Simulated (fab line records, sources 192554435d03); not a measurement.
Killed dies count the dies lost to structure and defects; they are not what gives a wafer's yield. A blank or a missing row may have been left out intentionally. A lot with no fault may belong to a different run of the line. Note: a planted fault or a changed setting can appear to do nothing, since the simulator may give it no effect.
8D (eight disciplines) problem report, filled in by code -- flow n5-finfet -- the parts of the form that need people (team, actions taken, sign-off) are left out

## 1. WHAT IS WRONG
Across 6 wafers from 2 lots, MIM_BOT_OVL at N5_MIM_BOT_LITHO_OVL_MEAS_11 averages 563 nm, while fault-free wafers read -1 nm with a standard deviation of 4.7. So: +99 or more standard deviations from the usual mean.
First observed at day 16 23:16: wafer L439.1, on overlay-02. The record holds 30 wafers of 10 lots with a number at this step. Rule for "out" (also "out of limits"): further than 4 standard deviations from the usual mean. Any other wafer with a number is counted as sound.

## 2. WHAT IT IS AND WHAT IT IS NOT
question,is,is not
which readings at this step,MIM_BOT_OVL,-
which lots,"L439, L441","L421, L422, L423, L425, L426, L428, L429, L432"
which wafers of those lots,all that have a number,-
read on which gauges,overlay-02,overlay-01
when,from day 16 23:16,up to then (24 sound wafers)

## 3. THE SUSPECTS, EACH WITH WHAT RULES IT OUT
Counting: a tool at any process step up to the reading remains a suspect when it ran all the lots that are out and ran no sound lot after the first of those.
- the gauge at N5_MIM_BOT_LITHO_OVL_MEAS_11: kept. All the wafers that are out were read on overlay-02, and no step on other tools shows them out.
- krf-scanner-02 at N5_MIM_BOT_LITHO_EXPOSE_05 (exposes mask MIM BOT): kept. It ran every lot that is out, first L439 (day 16 23:04), and no sound lot after that; its last sound lot up to then is L432 (day 15 13:58).
Remaining after the count are krf-scanner-02 at N5_MIM_BOT_LITHO_EXPOSE_05 and overlay-02 at N5_MIM_BOT_LITHO_OVL_MEAS_11.

## 4. THE CAUSE (what the simulator had put in)
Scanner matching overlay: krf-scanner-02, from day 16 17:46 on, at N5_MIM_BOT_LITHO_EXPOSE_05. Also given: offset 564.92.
Of the 2 suspects that counting leaves, this tool is one.

## 5. THE EFFECT CHAIN, in route order
Rows list readings where the struck wafers' mean (over those with a number) sits beyond 3 standard deviations from the usual. Readings are gone through only where the record gives a usual standard deviation; hours: the median, over the lots, of the time from a lot's start at the first step in this table giving one to that lot's start at this step; sigmas: the change measured in usual standard deviations.
hours,step,reading,usual,on struck wafers,change,sigmas
0,N5_MIM_BOT_LITHO_OVL_MEAS_11,MIM_BOT_OVL,-1 nm,563,+564,+99 or more

## 6. WHAT WOULD HAVE CAUGHT IT SOONER
In this record the first reading out of limits at a measuring or inspecting step was taken at day 16 23:16, 6 hours after the fault began at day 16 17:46.
An alarm limit of 4 standard deviations would not have fired on the tool readings at N5_MIM_BOT_LITHO_EXPOSE_05 for which the record gives a usual standard deviation, since none of them was out on any struck wafer.
Among the 2 lots that are out, L441 began N5_MIM_BOT_LITHO_EXPOSE_05 on krf-scanner-02 after day 16 23:16. A tool hold placed at that time would have kept it from harm.
